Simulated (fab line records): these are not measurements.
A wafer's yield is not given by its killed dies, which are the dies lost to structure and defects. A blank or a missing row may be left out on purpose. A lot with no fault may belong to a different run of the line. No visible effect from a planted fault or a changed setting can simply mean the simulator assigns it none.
Which tool did it?	flow n5Finfet	9 lots, 27 wafers sampled, at 5 steps of a route of 1938

== WHAT THE GAUGES READ, wafer by wafer ==
N5_BEOL_M4_RC_MEAS_101. Usual: DIBL_N 36.3 mV/V, standard deviation 1.6; DIBL_P 36.5 mV/V, standard deviation 1.6; IOFF_N 0.163 nA/um, standard deviation 0.026; IOFF_P 0.22 nA/um, standard deviation 0.033; ION_N 676 uA/um, standard deviation 9.9; ION_P 464 uA/um, standard deviation 6.5; SS_N 71.5 mV/dec, standard deviation 0.5; SS_P 73.3 mV/dec, standard deviation 0.64; VT_N 249.3 mV, standard deviation 2.9; VT_P -250 mV, standard deviation 3.2.
lot	measured	on	DIBL_N (mV/V)	DIBL_P (mV/V)	IOFF_N (nA/um)	IOFF_P (nA/um)	ION_N (uA/um)	ION_P (uA/um)	SS_N (mV/dec)	SS_P (mV/dec)	VT_N (mV)	VT_P (mV)	flag
L434	day 9 01:08	prober-01	37.5 38.1 38.2	36.8 38.0 38.0	0.167 0.175 0.187	0.23 0.25 0.26	666 671 680	457 462 468	71.6 71.3 72.5	74.2 73.7 74.3	248.8 248.0 248.9	-249 -244 -246	
L438	day 9 16:22	prober-02	36.9 37.0 35.6	37.9 38.1 36.5	0.179 0.182 0.160	0.22 0.22 0.20	673 688 697	463 466 464	71.6 71.7 70.8	74.8 73.9 74.3	245.1 246.4 248.8	-251 -250 -253	
L439	day 9 23:01	prober-01	35.5 38.1 35.7	36.1 38.4 36.6	0.146 0.192 0.154	0.20 0.24 0.21	666 687 680	453 462 468	71.3 71.6 70.6	73.2 73.6 73.5	252.9 246.5 246.8	-253 -249 -251	
L440	day 10 08:52	prober-01	39.4 35.7 37.3	38.9 35.8 36.8	0.212 0.142 0.167	0.32 0.25 0.27	686 662 666	472 470 473	71.8 70.8 72.1	74.2 73.1 73.3	244.7 251.3 248.1	-242 -244 -246	
L446	day 11 22:40	prober-02	34.6 34.3 36.5	35.7 35.6 38.5	0.129 0.123 0.157	0.19 0.19 0.22	658 671 670	457 467 464	71.6 71.3 71.7	72.6 72.8 72.6	253.8 253.7 250.7	-253 -250 -250	
L448	day 12 02:19	prober-02	33.4 36.1 36.3	33.8 36.6 36.6	0.116 0.158 0.153	0.16 0.20 0.19	656 679 669	456 457 459	70.8 71.7 71.2	72.8 73.6 73.0	254.8 248.3 251.0	-256 -253 -253	
L452	day 13 19:29	prober-01	33.9 34.3 34.3	34.1 34.0 33.9	0.123 0.123 0.128	0.21 0.20 0.21	676 665 663	477 459 467	71.4 71.0 71.2	72.4 73.1 72.2	255.8 254.4 256.5	-246 -248 -247	
L453	day 13 16:11	prober-01	38.4 35.0 35.9	42.3 37.9 38.6	0.213 0.145 0.164	0.29 0.21 0.23	685 680 682	470 470 471	72.8 70.8 71.5	74.2 72.1 72.9	246.6 248.1 250.8	-245 -250 -249	
L455	day 14 04:17	prober-01	36.0 34.9 35.7	37.1 35.2 36.3	0.169 0.145 0.164	0.22 0.19 0.22	669 662 672	465 456 462	71.8 71.6 71.7	73.4 73.5 73.8	249.5 252.3 250.3	-250 -251 -248	

== WHAT TOOL EACH LOT RAN ON (gives the tool, then ch and the chambers of the sampled wafers, and finally the start) ==
lot	N5_SD_EPI_N_VAPOR_ETCH_50	N5_SD_EPI_P_ETCH_36	N5_SD_EPI_P_ETCH_47	N5_SD_EPI_P_SD_RECESS_17
L434	epiRpcvd-03 ch 0, day 3 06:32	rieDiel-06 ch 0,1,2, day 3 09:46	rieDiel-06 ch 0,1,2, day 3 10:15	rieSi-02 ch 1,2,3, day 3 10:25
L438	epiRpcvd-01 ch 0, day 4 07:16	rieDiel-02 ch 1,2,3, day 4 10:14	rieDiel-02 ch 1,2,3, day 4 10:43	rieSi-02 ch 0,2,3, day 4 10:53
L439	epiRpcvd-04 ch 0, day 4 14:40	rieDiel-05 ch 0,3, day 4 18:07	rieDiel-05 ch 0,3, day 4 18:35	rieSi-05 ch 0,3, day 4 18:46
L440	epiRpcvd-04 ch 0, day 4 20:27	rieDiel-05 ch 0,2, day 5 00:32	rieDiel-05 ch 0,2, day 5 01:01	rieSi-04 ch 1,2, day 5 01:11
L446	epiRpcvd-01 ch 0, day 6 08:36	rieDiel-05 ch 0,1,2, day 6 12:18	rieDiel-05 ch 0,1,2, day 6 12:47	rieSi-05 ch 0,2,3, day 6 12:57
L448	epiRpcvd-01 ch 0, day 6 21:50	rieDiel-05 ch 0,1,3, day 7 01:26	rieDiel-05 ch 0,1,3, day 7 01:55	rieSi-04 ch 0,2,3, day 7 02:05
L452	epiRpcvd-04 ch 0, day 7 23:58	rieDiel-02 ch 0,1,3, day 8 02:47	rieDiel-02 ch 0,1,3, day 8 03:16	rieSi-05 ch 1,3, day 8 03:26
L453	epiRpcvd-03 ch 0, day 8 02:52	rieDiel-06 ch 0,2, day 8 05:50	rieDiel-06 ch 0,2, day 8 06:19	rieSi-05 ch 2,3, day 8 06:30
L455	epiRpcvd-04 ch 0, day 8 14:19	rieDiel-06 ch 0,2, day 8 18:02	rieDiel-06 ch 0,2, day 8 18:31	rieSi-05 ch 0,1,2, day 8 18:41
- N5_SD_EPI_N_VAPOR_ETCH_50: etches Si in HCl, time 54 s.
- N5_SD_EPI_P_ETCH_36: etches SiARC in CF4, target depth 45.5 nm, time 75.8 s.
- N5_SD_EPI_P_ETCH_47: etches SiOCN in CH3F/O2, target depth 25 nm.
- N5_SD_EPI_P_SD_RECESS_17: chemistry HBr/Cl2/O2, target depth 39.1 nm, bt time 3 s.

== AS READ BY THE TOOLS THEMSELVES (means over the sampled wafers that have a number; for cases with no such wafer, the mark the record gives instead) ==
N5_SD_EPI_N_VAPOR_ETCH_50. Usual: throttleValvePct at 11.75 %, with a standard deviation of 0.16.
lot	tool	throttleValvePct (%)	flag
L434	epiRpcvd-03	11.67	
L438	epiRpcvd-01	11.88	
L439	epiRpcvd-04	11.87	
L440	epiRpcvd-04	11.87	
L446	epiRpcvd-01	11.76	
L448	epiRpcvd-01	11.95	
L452	epiRpcvd-04	11.80	
L453	epiRpcvd-03	11.63	
L455	epiRpcvd-04	11.77	

N5_SD_EPI_P_ETCH_36. Usual: drypumpMotorCurrentA 5.7 A, standard deviation 0.34; etchRfOnTimeS 75.2 s, standard deviation 1; oesProductAu 0.68 a.u., standard deviation 0.067; rfVppV 184.1 V, standard deviation 1.4; showerheadPlenumPTorr 2.14 Torr, standard deviation 0.083; throttleValvePct 15.66 %, standard deviation 0.2.
lot	tool	drypumpMotorCurrentA (A)	etchRfOnTimeS (s)	oesProductAu (a.u.)	rfVppV (V)	showerheadPlenumPTorr (Torr)	throttleValvePct (%)	flag
L434	rieDiel-06	5.8	75.4	0.69	183.2	2.11	15.80	
L438	rieDiel-02	5.8	74.9	0.69	183.7	2.16	15.66	
L439	rieDiel-05	6.0	74.7	0.62	184.2	2.14	15.67	
L440	rieDiel-05	6.1	74.7	0.64	184.9	2.17	15.53	
L446	rieDiel-05	5.8	58.7	0.79	184.0	2.16	15.53	OFF
L448	rieDiel-05	5.6	67.0	0.80	183.9	2.12	15.49	OFF
L452	rieDiel-02	5.7	75.4	0.64	184.8	2.20	15.78	
L453	rieDiel-06	5.8	76.4	0.68	184.7	2.18	15.75	
L455	rieDiel-06	5.8	75.5	0.65	183.3	2.11	15.85	

N5_SD_EPI_P_ETCH_47. Usual: drypumpMotorCurrentA 5.7 A, standard deviation 0.35; oesProductAu 0.79 a.u., standard deviation 0.078; rfVppV 127.3 V, standard deviation 1.3; showerheadPlenumPTorr 2.00 Torr, standard deviation 0.081; throttleValvePct 16.37 %, standard deviation 0.2.
lot	tool	drypumpMotorCurrentA (A)	oesProductAu (a.u.)	rfVppV (V)	showerheadPlenumPTorr (Torr)	throttleValvePct (%)	flag
L434	rieDiel-06	5.8	0.81	127.3	1.97	16.50	
L438	rieDiel-02	5.8	0.81	127.9	2.02	16.35	
L439	rieDiel-05	5.9	0.73	127.7	2.00	16.39	
L440	rieDiel-05	6.1	0.74	127.1	2.03	16.26	
L446	rieDiel-05	5.8	0.80	126.5	2.01	16.24	
L448	rieDiel-05	5.6	0.88	126.6	1.98	16.22	
L452	rieDiel-02	5.7	0.75	128.2	2.05	16.46	
L453	rieDiel-06	5.8	0.79	126.8	2.04	16.45	
L455	rieDiel-06	5.8	0.75	125.8	1.97	16.56	

N5_SD_EPI_P_SD_RECESS_17. Usual: drypumpMotorCurrentA 5.8 A, standard deviation 0.45; oesProductAu 0.994 a.u., standard deviation 0.012; throttleValvePct 36.84 %, standard deviation 0.28.
lot	tool	drypumpMotorCurrentA (A)	oesProductAu (a.u.)	throttleValvePct (%)	flag
L434	rieSi-02	6.2	0.988	36.90	
L438	rieSi-02	5.7	0.990	36.99	
L439	rieSi-05	6.1	0.988	36.64	
L440	rieSi-04	6.1	1.004	36.77	
L446	rieSi-05	5.7	1.000	36.64	
L448	rieSi-04	5.8	1.001	37.11	
L452	rieSi-05	5.9	0.998	36.58	
L453	rieSi-05	5.7	0.992	36.60	
L455	rieSi-05	5.5	0.997	36.69	

== THE ANSWER, worked out from the rows above alone ==
Rule: a lot is off if the mean of its wafers that have a number lies more than 3 standard deviations from the usual mean. Also off: a lot with no number at a reading for which 4 or more lots have one. The other lots that the step has rows for count as sound. The gauges are gone through in route order, then the tools' own readings, and for those a lot's mean is taken as printed above. At the first step where some lot is off, the reading lying furthest off is the one used; lots without a number count as furthest.
Off at N5_SD_EPI_P_ETCH_36 (etchRfOnTimeS): L446, L448.
If a tool, at that step or one of the process steps before it, ran each lot that is off and ran no sound lot following the first of them, it fits. Undecided on this evidence; 2 tools fit (epiRpcvd-01 at N5_SD_EPI_N_VAPOR_ETCH_50, rieDiel-05 at N5_SD_EPI_P_ETCH_36).

== WHAT THE SIMULATOR HAD INSERTED ==
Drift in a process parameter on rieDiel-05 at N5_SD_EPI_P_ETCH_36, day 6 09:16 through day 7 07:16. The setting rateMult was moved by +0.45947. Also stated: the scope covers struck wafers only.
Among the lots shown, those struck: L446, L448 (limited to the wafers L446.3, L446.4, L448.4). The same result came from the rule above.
